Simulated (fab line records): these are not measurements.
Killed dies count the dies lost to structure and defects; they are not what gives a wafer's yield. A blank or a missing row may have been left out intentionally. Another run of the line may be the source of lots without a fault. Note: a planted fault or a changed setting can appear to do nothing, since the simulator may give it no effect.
Which tool was responsible?    flow nandHarc    Sampling: 7 lots, 21 wafers, 3 of 1159 route steps

== WHAT THE GAUGES READ, wafer by wafer ==
NHARC_END_SORT_01.
lot   measured      on         killedAtArray
L649  day 21 16:46  prober-02  30 90 24

== TOOL THAT RAN EACH LOT (tool first, then ch and the chambers of the sampled wafers, then the start) ==
lot   NHARC_A_CONTACT_ETCH_115            NHARC_A_BONDPAD_DEGAS_25
L642  harCapEtch-02 ch 0,1, day 16 22:46  pvdSputter-03, day 18 16:02
L648  harCapEtch-03 ch 0,1, day 17 18:31  pvdSputter-03, day 19 05:13
L649  harCapEtch-03 ch 0,1, day 19 00:17  pvdSputter-01, day 20 10:26
L654  harCapEtch-01 ch 0,1, day 20 16:26  pvdSputter-01, day 22 10:35
L656  harCapEtch-02 ch 1, day 21 00:53    pvdSputter-03, day 22 17:43
L661  harCapEtch-03 ch 0,1, day 21 22:58  pvdSputter-01, day 23 09:14
L664  harCapEtch-03 ch 0,1, day 22 14:39  pvdSputter-03, day 24 01:15
- NHARC_A_CONTACT_ETCH_115: etches the open film in C4F8/O2/Ar, time 94 s, target depth 922 nm.
- NHARC_A_BONDPAD_DEGAS_25: time 60 s.

== THE ANSWER, worked out from the rows above alone ==
Rule: what is usual is taken from the lots themselves. Put in order of their means at a reading, lots are off if they are a third of the lots or fewer, leave a main group of 4 or more, and stand apart from it by a gap of 3 or more times the standard deviation of the main group's means; of several such gaps the widest counts. The tables above print the reading to a certain number of digits; a main group whose means all agree to those digits is not used. Also off: a lot with no number at a reading for which 4 or more lots have one. Any other lot the step has rows for is counted as sound.
No lot is off on any of the readings shown, so nothing can be concluded from this.

== WHAT THE SIMULATOR HAD PUT IN ==
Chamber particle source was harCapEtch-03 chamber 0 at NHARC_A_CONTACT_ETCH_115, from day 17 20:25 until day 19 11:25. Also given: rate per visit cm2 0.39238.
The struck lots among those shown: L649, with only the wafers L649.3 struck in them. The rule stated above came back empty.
